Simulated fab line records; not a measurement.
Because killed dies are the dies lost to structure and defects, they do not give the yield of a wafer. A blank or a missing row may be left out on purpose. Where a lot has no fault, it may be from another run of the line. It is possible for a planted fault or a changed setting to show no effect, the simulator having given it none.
Matching of chambers    flow nand-harc    NHARC_P_M0_PRE_CLEAN_31 on pecvd-02: 3 sister chambers
The step time 12 s. 18 wafers are shown with their chamber, then 8 later ones without.

## WAFERS PAIRED WITH THEIR CHAMBERS
wafer   chamber  heater-power-w (W)
L988.1  0        623
L988.3  1        590
L988.6  2        763
L990.2  1        538
L990.5  2        824
L990.6  0        611
L991.1  1        579
L991.4  2        823
L991.5  0        591
L992.2  2        750
L992.5  1        594
L992.6  0        640
L994.1  1        540
L994.2  0        647
L994.6  1        534
L995.3  1        543
L995.4  0        636
L995.5  1        539

SIGNATURES, as means of the wafers listed above
reading         chamber 0  chamber 1  chamber 2  scatter within a chamber
heater-power-w  624.67     557.12     790.00     27.6
Rule: a wafer lies at a distance from a chamber equal to the root of the sum of squares, over the readings, of (its reading less the chamber's mean, divided by the reading's scatter). The wafer belongs to the nearest chamber; if the next one is less than 2 further off, it can't be placed. The scatter: the root of (the sum of the squares of (reading less its chamber's mean) over the shown wafers, divided by (wafers less chambers)).

## WAFERS WHOSE CHAMBER IS MISSING
wafer   heater-power-w (W)
L996.1  645
L996.5  650
L103.2  605
L103.3  743
L103.4  628
L106.1  642
L106.3  504
L106.5  655

## EACH ONE'S CHAMBER
wafer   from the rows above      in truth
L996.1  0                        0
L996.5  0                        0
L103.2  can't be placed: 0 or 1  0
L103.3  2                        2
L103.4  0                        0
L106.1  0                        0
L106.3  1                        1
L106.5  0                        0
7 of 8 placed correctly. Unplaceable from these rows: 1, with the true chamber sitting among the candidates in 1. 0 placed wrongly.
